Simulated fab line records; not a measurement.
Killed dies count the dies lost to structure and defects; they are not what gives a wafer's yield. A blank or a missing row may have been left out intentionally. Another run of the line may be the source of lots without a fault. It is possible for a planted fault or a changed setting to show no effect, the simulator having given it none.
Split-lot study + flow n5 finfet + route with 1938 steps; 7 lots, 21 wafers read

## ABOUT THE SPLIT
At N5_PASSIVATION_VIA_ETCH_13 (etches SiO2 in CHF3/O2, target depth 660 nm, time 330 s), the setting source w was moved away from the recipe's 650 W on 10 of the 21 wafers read, by -17.1% to +15.6%. For the rest of the wafers, this setting stayed at what the recipe calls for.

The reading comes from the split's own step.

## THE READING
rf vpp V, in V, at N5_PASSIVATION_VIA_ETCH_13 (etches SiO2 in CHF3/O2, target depth 660 nm, time 330 s). Typical for fault-free wafers on this fab line: 521 V, with standard deviation 8.3 V.

| wafer  | tool, chamber at the split | source w as run, W | against the recipe | rf vpp V, V | against lot-mates on the recipe |
|--------|----------------------------|--------------------|--------------------|-------------|---------------------------------|
| L076.2 | rie diel-02, 1             | 650                | recipe             | 509         | -                               |
| L076.4 | rie diel-02, 0             | 580.4              | -10.7%             | 565         | +56                             |
| L076.5 | rie diel-02, 1             | 650                | recipe             | 508         | -                               |
| L078.1 | rie diel-02, 2             | 650                | recipe             | 515         | -                               |
| L078.3 | rie diel-02, 3             | 650                | recipe             | 511         | -                               |
| L078.4 | rie diel-02, 1             | 650                | recipe             | 507         | -                               |
| L083.1 | rie diel-06, 1             | 650                | recipe             | 530         | -                               |
| L083.5 | rie diel-06, 0             | 650                | recipe             | 516         | -                               |
| L083.6 | rie diel-06, 1             | 650                | recipe             | 531         | -                               |
| L090.4 | rie diel-01, 2             | 544.7              | -16.2%             | 566         | +48                             |
| L090.5 | rie diel-01, 2             | 544.7              | -16.2%             | 565         | +47                             |
| L090.6 | rie diel-01, 3             | 650                | recipe             | 518         | -                               |
| L093.1 | rie diel-01, 0             | 751.7              | +15.6%             | 489         | no lot-mate on the recipe       |
| L093.2 | rie diel-01, 1             | 751.7              | +15.6%             | 493         | no lot-mate on the recipe       |
| L093.3 | rie diel-01, 3             | 751.7              | +15.6%             | 484         | no lot-mate on the recipe       |
| L092.1 | rie diel-01, 2             | 712.8              | +9.7%              | 497         | -23                             |
| L092.3 | rie diel-01, 3             | 650                | recipe             | 520         | -                               |
| L092.6 | rie diel-01, 1             | 712.8              | +9.7%              | 506         | -14                             |
| L097.3 | rie diel-01, 2             | 538.9              | -17.1%             | 568         | +42                             |
| L097.4 | rie diel-01, 0             | 650                | recipe             | 526         | -                               |
| L097.5 | rie diel-01, 0             | 538.9              | -17.1%             | 578         | +52                             |

FIT RESULTS
A straight line over all 21 wafers: rf vpp V changes by -2.6 V for each +1% of source w; r = -0.95; the points scatter about the line by 9.3 V.
The same after taking each lot's own level away (the mean of its wafers on the recipe; 18 wafers): -2.81 V for each +1%; r = -0.95; scatter 7.9 V.
According to that fit, moving source w by its largest amount changes the reading by 48 V.
The span of the lots' own levels, 508.5 to 526.0 V, comes to 2.1 times the standard deviation stated above.
Consequently the slope shifts little with the lot-to-lot level, the two slopes agreeing.
Check: +52.8 V against its lot-mates is what the line predicts for one of the wafers moved furthest among these (-17.1%) when that wafer is left out of the fit. Against them it came out at +42 V.
Tool readings at the split's step, against how far the setting was moved: rf vpp V r = -0.95.

## OTHER SPLITS APPLIED TO THESE WAFERS
Other splits were also applied to these wafers ahead of the reading. Each is held against what the fit with the lots' levels taken away leaves over:
| other split on the same wafers    | wafers away from the commonest value | r with rf vpp V (lot level and that fit taken away) |
|-----------------------------------|--------------------------------------|-----------------------------------------------------|
| N5_BEOL_M11_VIA_ETCH_34 time s    | 4                                    | +0.14                                               |
| N5_BEOL_M11_TRENCH_ETCH_37 bias w | 10                                   | +0.13                                               |
| N5_BEOL_M12_COAT_58 spin rpm      | 7                                    | +0.22                                               |
| N5_BEOL_M12_DESCUM_15 time s      | 9                                    | +0.16                                               |
| N5_BEOL_M13_COAT_22 spin rpm      | 9                                    | +0.04                                               |
| N5_BEOL_M14_ETCH_68 time s        | 7                                    | +0.51                                               |
| N5_PASSIVATION_EXPOSE_07 dose mj  | 9                                    | -0.07                                               |

## THE FILE'S OWN FIT
rf vpp V changes by -3.09 V for each +1% of source w, r = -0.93.
